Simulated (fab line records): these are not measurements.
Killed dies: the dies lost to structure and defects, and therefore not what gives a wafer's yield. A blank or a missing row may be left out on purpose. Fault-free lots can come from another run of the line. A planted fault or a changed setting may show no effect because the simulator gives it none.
A lot that was struck, set against a sound lot / flow n5 finfet / 17 out of 1938 route steps
Sound: these wafers, L540.1, L540.3, L540.4. The struck wafers were L534.2, L534.3, L534.6. The cause comes at the end.
Each step with rows lists, per side, the tool, then ch with its chambers, then its first start. Under that, the readings that differ: sound wafers / struck wafers / difference of the means / sigmas: that difference in standard deviations of wafers without a fault.
alike: words and numbers the same on both sides, and readings whose means are apart by under 2 such deviations; not compared: readings that were withheld, readings missing a value for some wafer, numbers with overlapping values and no deviation given by the record, and bounds like >300 which may hide the same value.
A row with sigmas, a row that says differs or no value, or rows on one side alone: a step with any of these is where the two part. Numbers that have no deviation but don't overlap get no sigmas and don't part them. A reading that every wafer of one side lacks parts them only if that side has two wafers or more.

first, 7 steps without rows for these wafers: N5_FIN_CUT_COAT_29 (time 60 s, resist thk 10 nm); N5_FIN_CUT_COAT_02 (resist thk 30 nm); N5_FIN_CUT_EBR_04; N5_FIN_CUT_SOFTBAKE_03 (time 60 s); N5_FIN_CUT_EXPOSE_05 (exposes mask FIN CUT); N5_FIN_CUT_PEB_06 (peb time 60 s); N5_FIN_CUT_DEVELOP_07 (develop time 30 s).
N5_FIN_CUT_CD_MEAS_08: target cd 29.1 nm.
  sound on cd sem-01 ch 0, day 5 21:21; struck on cd sem-02 ch 0, day 4 08:21
  alike: cd nm
N5_FIN_CUT_OVL_MEAS_09:
  sound on overlay-01 ch 0, day 5 21:23; struck on overlay-02 ch 0, day 4 08:23
  alike: FIN_CUT_OVL
N5_FIN_CUT_INSPECT_10: inspects for defects (brightfield).
  sound on defect inspect-01, day 5 21:26; struck on defect inspect-02, day 4 08:26
  alike: raw defect count
N5_FIN_CUT_DESCUM_13: chemistry O2, time 7 s.
  sound on rie diel-01 ch 0,2,3, day 5 21:28; struck on rie diel-01 ch 0,3, day 4 08:28
  alike: drypump motor current A, oes product au, rf vpp V, showerhead plenum p Torr, throttle valve pct
  not compared: rf hours counter h
N5_FIN_CUT_ETCH_30: etches underlayer in N2/H2, target depth 13 nm, time 10.4 s.
  sound on rie diel-01 ch 0,2,3, day 5 21:31; struck on rie diel-01 ch 0,3, day 4 08:30
reading=bias w (W); sound=150.8 150.6 150.8; struck=149.6 149.9 149.4; difference=-1.1; sigmas=-3
  alike: chamber pressure mTorr, drypump motor current A, etch rf on time s, oes product au, rf vpp V, showerhead plenum p Torr, throttle valve pct
  not compared: rf hours counter h
N5_FIN_CUT_ETCH_20: etches SiARC in CF4, target depth 26 nm, time 43.3 s.
  sound on rie diel-01 ch 0,2,3, day 5 21:32; struck on rie diel-01 ch 0,3, day 4 08:31
  no value came back on the struck wafers for any of 9 readings (bias w (W), cf4 flow sccm (sccm) and others); on the sound wafers bias w (W) reads 35.98 36.01 36.11
reading=model.CAR-EUV_of_FIN_CUT_COAT_02.thk nm (nm); sound=0 0 0; struck=14.6 14.8 14.4; difference=+14.6; sigmas=
reading=model.underlayer_of_FIN_CUT_COAT_29.thk nm (nm); sound=9.2 9.2 9.2; struck=10 10 10; difference=+1; sigmas=
N5_FIN_CUT_ETCH_21: etches SOC in N2/H2, target depth 219 nm, overetch 43.8 nm, time 523.5 s.
  sound on rie diel-01 ch 0,2,3, day 5 21:34; struck on rie diel-01 ch 0,3, day 4 08:34
reading=oes product au (a.u.); sound=0.64 0.64 0.84; struck=0.26 0.26 0.26; difference=-0.45; sigmas=-5
  alike: bias w, chamber pressure mTorr, drypump motor current A, rf vpp V, showerhead plenum p Torr, throttle valve pct
  not compared: rf hours counter h
then, 1 step without rows for these wafers: N5_FIN_CUT_STRIP_23 (strips in N2/H2).
N5_BEOL_M4_RC_MEAS_101:
  the record has rows for the sound wafers here (prober-01 ch 0, day 11 17:55) and none for the struck ones
-- the record jumps here: 11 days lie between the struck wafers' starts before and after (it left off in module BEOL_M4 and takes up again in module PASSIVATION, whose first step shown is number 1936 of the route) --
N5_PASSIVATION_PROBE_49:
  sound on prober-02, day 15 22:05; struck on prober-02, day 14 20:44
reading=killed at front end; sound=50 53 47; struck=1109 1119 1115; difference=+1064; sigmas=+97
reading=killed dies; sound=108 124 99; struck=1180 1180 1180; difference=+1070; sigmas=+67
reading=killed on rim; sound=12 22 13; struck=152 152 152; difference=+136; sigmas=+32
  alike: killed_at_M0_to_M3, killed_at_M4_up, killed at contacts, killed at other, killed open, killed short

## WHERE THEY PART
First at N5_FIN_CUT_ETCH_30; last, within this record, at N5_PASSIVATION_PROBE_49.

WHY: what had been put in by the simulator
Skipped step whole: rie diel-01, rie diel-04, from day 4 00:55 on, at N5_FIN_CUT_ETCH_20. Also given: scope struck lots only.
